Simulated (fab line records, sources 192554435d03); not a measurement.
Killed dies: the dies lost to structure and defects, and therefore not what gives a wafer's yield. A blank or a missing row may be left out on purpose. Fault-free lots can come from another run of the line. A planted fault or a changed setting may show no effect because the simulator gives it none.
fab line records    flow n5_finfet    part 2 of 2: steps 15 to 15 of 15
record: lots: 7  wafers: 20  last_day: 17
route steps=1938 shown BEOL_M10@1479 PASSIVATION@1936
lots that met no fault: taken from a fault-free run of the same line
start_h: hours from the record's opening day to when the first of the lot's shown wafers began    wait_h: hours from the lot's prior step to this one    " the same as in the row above    L1.1+2: a single row standing in for several wafers    - value missing, or start not given    * or withheld: withheld    < > ~ a bound
route shown NAME@n: NAME is a module with steps in the file, n the number in the route of the first one    usual: average and standard deviation across the fault-free wafers    same: alike in all rows    chamber/n: place in a boat    sites: readings site by site    _std_site: standard deviation across them    _edge_site: the outer-site mean with the inner-site mean subtracted    radius_mm: how far each site lies from the wafer's centre    mask NAME#n: copy n    behind: tool/chamber where the wafer was last shaped    hold: why the lot went on hold/how many hours it stayed there/how the hold came to an end    device: names the non-switching transistor (n, p or np)    end of line: tests run on the same wafers once the route is complete    step lacking rows: just its recipe    killed: the dies lost at the first sort to structure and to defects; this is not the yield of the wafer    map: the dies of a wafer, with x for killed, . for not killed, _ for no die there
set.NAME: the setting that was run; set.NAME@STEP: the one run at that earlier step    model.NAME: the simulator's own value behind a step, which no gauge read
certain route steps with their lots: each step a table, each wafer a row
services: when a tool's chamber went out of use (start_h, in hours from the record's first day, below 0 if earlier), for how many hours, and the reason
== steps ==
step: N5_PASSIVATION_PROBE_49
usual: defect_limited_yield: 91.3/1.4  killed_at_M0_to_M3: 33/9.9  killed_at_M4_up: 15/5.6  killed_at_contacts: 13/5.7  killed_at_front_end: 38/12  killed_at_other: 4/3.1  killed_dies: 103/17  killed_open: 66/13  killed_short: 32/7.8  sort_bin_4_leakage: 0.02/0.16  sort_bin_5_function: 5.1/0.95  sort_bin_6_memory: 3.2/0.68  sort_bin_8_speed: 0.02/0.22  sort_n_pass: 1077/17  sort_yield_pct: 91.3/1.5
same: gross_dies: 1180  killed_at_back_side: 0
lot.wafer  tool       chamber  start_h  wait_h  defect_limited_yield[%]  killed_at_M0_to_M3  killed_at_M4_up  killed_at_contacts  killed_at_front_end  killed_at_other  killed_dies  killed_open  killed_short  sort_bin_4_leakage[%]  sort_bin_5_function[%]  sort_bin_6_memory[%]  sort_bin_8_speed[%]  sort_n_pass  sort_yield_pct[%]
L872.2     prober-01  -        324.90   0.1     91.7                     31                  31               8                   27                   1                98           70           22            0.08                   4.9                     2.8                   0                    1081         91.6
L872.3     prober-01  -        324.95   0.1     90.3                     24                  23               14                  48                   5                114          82           28            0                      6.2                     3.4                   0                    1066         90.3
L872.4     prober-01  -        325.00   0.2     93.4                     16                  25               8                   25                   4                78           47           23            0                      4.1                     2.4                   0                    1102         93.4
L873.2     prober-01  -        335.23   0.1     92.4                     26                  7                12                  36                   9                90           49           29            0                      3.4                     3.1                   0                    1090         92.4
L873.3     prober-01  -        335.28   0.1     90.9                     30                  23               10                  37                   7                107          68           36            0                      5.0                     3.7                   0                    1073         90.9
L873.4     prober-01  -        335.33   0.2     91.9                     33                  8                10                  40                   4                95           50           44            0                      5.1                     2.8                   0                    1085         91.9
L874.1     prober-01  -        340.32   0.0     90.0                     50                  15               7                   42                   4                118          60           51            0                      5.8                     3.6                   0                    1062         90.0
L874.5     prober-01  -        340.52   0.2     93.3                     32                  16               11                  18                   2                79           51           24            0                      3.6                     2.9                   0                    1101         93.3
L874.6     prober-01  -        340.57   0.3     91.6                     37                  26               11                  24                   1                99           70           24            0                      5.3                     2.9                   0                    1081         91.6
L876.2     prober-02  -        345.99   0.1     93.6                     17                  8                20                  29                   2                76           48           26            0                      3.9                     2.2                   0                    1104         93.6
L876.5     prober-02  -        346.14   0.2     92.8                     22                  12               9                   42                   0                85           63           22            0                      4.2                     2.9                   0                    1095         92.8
L876.6     prober-02  -        346.19   0.3     94.6                     24                  14               12                  13                   1                64           39           21            0                      3.2                     2.0                   0.08                 1115         94.5
L879.3     prober-01  -        350.44   0.1     92.4                     36                  9                25                  20                   0                90           60           26            0                      4.9                     2.5                   0                    1090         92.4
L879.4     prober-01  -        350.49   0.2     92.2                     48                  10               13                  21                   0                92           61           28            0                      5.1                     2.4                   0                    1088         92.2
L879.6     prober-01  -        350.59   0.3     91.4                     36                  10               25                  21                   9                101          60           38            0                      4.7                     3.3                   0                    1079         91.4
L877.2     prober-01  -        356.44   0.1     90.1                     46                  12               21                  37                   1                117          79           37            0                      5.4                     4.3                   0                    1063         90.1
L877.4     prober-01  -        356.54   0.2     90.5                     36                  14               21                  33                   8                112          76           30            0                      6.3                     3.1                   0                    1068         90.5
L885.3     prober-02  -        400.05   0.1     90.1                     29                  11               22                  40                   15               117          71           42            0                      5.5                     3.7                   0                    1063         90.1
L885.4     prober-02  -        400.10   0.2     91.3                     27                  15               21                  37                   3                103          71           27            0                      4.7                     3.7                   0                    1077         91.3
L885.6     prober-02  -        400.20   0.3     92.1                     35                  16               15                  22                   5                93           65           24            0                      4.2                     3.4                   0                    1087         92.1
killed by level:class
L872.2 BEOL_M3:geometric_particle:open=13 BEOL_M4:geometric_particle:open=12 MOL_CONTACT_COAG:geometric_particle:open=7 BEOL_M7:geometric_particle:open=6 STI_FIN_REVEAL:geometric_particle:open=5 BEOL_M3:geometric_particle:short=5 FIN_SAQP:geometric_particle:open=4 FIN_SAQP:geometric_particle:short=4
L872.3 FIN_SAQP:geometric_particle:open=13 MOL_CONTACT_COAG:geometric_particle:open=13 FIN_SAQP:geometric_particle:short=10 BEOL_M4:geometric_particle:open=9 BEOL_M2:geometric_particle:open=7 STI_FIN_REVEAL:geometric_particle:open=6 BEOL_M3:geometric_particle:open=6 DUMMY_GATE:geometric_particle:open=5
L872.4 BEOL_M4:geometric_particle:open=10 MOL_CONTACT_COAG:geometric_particle:open=6 GATE_CUT:geometric_particle:short=5 BEOL_M2:geometric_particle:open=5 FIN_SAQP:geometric_particle:open=4 BEOL_M1:geometric_particle:open=4 ILD0:geometric_particle:open=3 BEOL_M3:geometric_particle:open=3
L873.2 MOL_CONTACT_COAG:geometric_particle:open=9 HKMG_FIN:area_etch=7 BEOL_M0_SAQP:geometric_particle:short=6 FIN_SAQP:geometric_particle:open=5 STI_FIN_REVEAL:geometric_particle:open=5 BEOL_M1:geometric_particle:open=5 STARTING-WAFER:geometric_particle:short=4 BEOL_M2:geometric_particle:open=4
L873.3 BEOL_M4:geometric_particle:open=13 FIN_SAQP:geometric_particle:short=10 FIN_SAQP:geometric_particle:open=8 BEOL_M0_SAQP:geometric_particle:open=8 MOL_CONTACT_COAG:geometric_particle:open=7 STI_FIN_REVEAL:geometric_particle:open=6 BEOL_M0_SAQP:geometric_particle:short=5 BEOL_M1:geometric_particle:open=5
L873.4 BEOL_M1:geometric_particle:open=11 GATE_CUT:geometric_particle:short=9 FIN_SAQP:geometric_particle:short=8 BEOL_M0_SAQP:geometric_particle:short=8 MOL_CONTACT_COAG:geometric_particle:open=7 BEOL_M3:geometric_particle:open=7 STI_FIN_REVEAL:geometric_particle:open=6 STARTING-WAFER:geometric_particle:short=5
L874.1 BEOL_M3:geometric_particle:open=10 FIN_SAQP:geometric_particle:short=9 BEOL_M2:geometric_particle:open=9 BEOL_M0_SAQP:geometric_particle:short=6 STI_FIN_REVEAL:geometric_particle:open=5 BEOL_M0_SAQP:geometric_particle:open=5 BEOL_M1:geometric_particle:open=5 STARTING-WAFER:geometric_particle:short=5
L874.5 MOL_CONTACT_COAG:geometric_particle:open=10 STI_FIN_REVEAL:geometric_particle:open=9 BEOL_M0_SAQP:geometric_particle:short=9 BEOL_M0_SAQP:geometric_particle:open=6 BEOL_M4:geometric_particle:open=4 BEOL_M5:geometric_particle:open=4 FIN_SAQP:geometric_particle:short=3 BEOL_M0:geometric_particle:open=3
L874.6 BEOL_M4:geometric_particle:open=12 STI_FIN_REVEAL:geometric_particle:open=10 MOL_CONTACT_COAG:geometric_particle:open=9 BEOL_M3:geometric_particle:open=9 BEOL_M0_SAQP:geometric_particle:short=6 BEOL_M2:geometric_particle:open=6 BEOL_M5:geometric_particle:open=5 FIN_SAQP:geometric_particle:open=4
L876.2 MOL_CONTACT_COAG:geometric_particle:open=17 STI_FIN_REVEAL:geometric_particle:open=7 BEOL_M0_SAQP:geometric_particle:open=6 GATE_CUT:geometric_particle:short=5 BEOL_M0_SAQP:geometric_particle:short=5 MOL_CONTACT_COAG:geometric_particle:short=3 STARTING-WAFER:geometric_particle:open=3 FIN_SAQP:geometric_particle:short=2
L876.5 STI_FIN_REVEAL:geometric_particle:open=18 STI_FIN_REVEAL:geometric_particle:short=6 MOL_CONTACT_COAG:geometric_particle:open=6 BEOL_M1:geometric_particle:open=6 BEOL_M0_SAQP:geometric_particle:open=5 BEOL_M2:geometric_particle:open=5 STARTING-WAFER:geometric_particle:open=5 FIN_SAQP:geometric_particle:open=4
L876.6 MOL_CONTACT_COAG:geometric_particle:open=8 BEOL_M0_SAQP:geometric_particle:short=8 BEOL_M0_SAQP:geometric_particle:open=6 BEOL_M4:geometric_particle:open=4 BEOL_M1:geometric_particle:open=3 BEOL_M2:geometric_particle:open=3 BEOL_M6:geometric_particle:open=3 STI_FIN_REVEAL:geometric_particle:short=2
L879.3 MOL_CONTACT_COAG:geometric_particle:open=21 BEOL_M0_SAQP:geometric_particle:open=9 BEOL_M2:geometric_particle:open=7 BEOL_M0_SAQP:geometric_particle:short=5 BEOL_M1:geometric_particle:short=5 FIN_SAQP:geometric_particle:short=4 DUMMY_GATE:geometric_particle:open=4 FIN_SAQP:geometric_particle:open=3
L879.4 MOL_CONTACT_COAG:geometric_particle:open=12 BEOL_M3:geometric_particle:open=10 BEOL_M0_SAQP:geometric_particle:short=9 BEOL_M0_SAQP:geometric_particle:open=8 BEOL_M2:geometric_particle:open=6 BEOL_M1:geometric_particle:short=5 FIN_SAQP:geometric_particle:open=4 STI_FIN_REVEAL:geometric_particle:open=4
L879.6 MOL_CONTACT_COAG:geometric_particle:open=19 BEOL_M0_SAQP:geometric_particle:short=11 BEOL_M2:geometric_particle:open=7 FIN_SAQP:geometric_particle:short=6 BEOL_M3:geometric_particle:open=6 BEOL_M0_SAQP:geometric_particle:open=5 PAD_METAL:geometric_particle:short=5 FIN_SAQP:geometric_particle:open=4
L877.2 MOL_CONTACT_COAG:geometric_particle:open=14 BEOL_M1:geometric_particle:open=14 FIN_SAQP:geometric_particle:open=8 STI_FIN_REVEAL:geometric_particle:open=8 BEOL_M0_SAQP:geometric_particle:open=7 MOL_CONTACT_COAG:geometric_particle:short=7 BEOL_M0_SAQP:geometric_particle:short=7 BEOL_M4:geometric_particle:open=6
L877.4 MOL_CONTACT_COAG:geometric_particle:open=17 BEOL_M3:geometric_particle:open=10 BEOL_M1:geometric_particle:open=8 FIN_SAQP:geometric_particle:open=7 STI_FIN_REVEAL:geometric_particle:open=7 FIN_SAQP:geometric_particle:short=6 STARTING-WAFER:geometric_particle:short=5 BEOL_M4:geometric_particle:open=5
L885.3 MOL_CONTACT_COAG:geometric_particle:open=13 GATE_CUT:geometric_particle:short=8 BEOL_M0_SAQP:geometric_particle:short=8 MOL_CONTACT_COAG:geometric_particle:short=7 BEOL_M0_SAQP:geometric_particle:open=7 DUMMY_GATE:geometric_particle:open=6 FIN_SAQP:geometric_particle:short=5 STI_FIN_REVEAL:geometric_particle:open=5
L885.4 MOL_CONTACT_COAG:geometric_particle:open=18 FIN_SAQP:geometric_particle:open=10 STI_FIN_REVEAL:geometric_particle:open=10 BEOL_M0_SAQP:geometric_particle:short=8 BEOL_M0_SAQP:geometric_particle:open=8 BEOL_M4:geometric_particle:open=4 FIN_SAQP:geometric_particle:short=3 ILD0:geometric_particle:short=3
L885.6 BEOL_M3:geometric_particle:open=13 MOL_CONTACT_COAG:geometric_particle:open=13 BEOL_M0_SAQP:geometric_particle:open=6 GATE_CUT:geometric_particle:short=5 BEOL_M0_SAQP:geometric_particle:short=4 BEOL_M3:geometric_particle:short=4 BEOL_M4:geometric_particle:open=4 BEOL_M5:geometric_particle:open=4
== services ==
tool          chamber  start_h  hours  kind
rie_metal-01  -        252.55   4.3    pm
rie_metal-01  1        259.54   2.0    repair
rie_diel-06   0        268.22   15.3   repair
rie_diel-06   2        293.88   4.3    repair
rie_diel-05   3        296.99   -      clean
rie_diel-05   3        296.99   -      consumable_replace:focus_ring
rie_diel-05   3        296.99   14.1   scheduled_down
rie_diel-05   3        296.99   14.1   vent_cycle
rie_diel-05   2        297.03   9.6    repair
rie_diel-06   2        304.45   10.4   repair
rie_metal-02  -        315.71   0.9    repair
rie_metal-01  0        333.53   -      clean
rie_metal-01  0        333.53   24.6   scheduled_down
rie_metal-01  0        333.53   24.6   vent_cycle
rie_diel-06   0        336.64   -      clean
rie_diel-06   0        336.64   -      consumable_replace:focus_ring
rie_diel-06   0        336.64   35.3   scheduled_down
rie_diel-06   0        336.64   35.3   vent_cycle
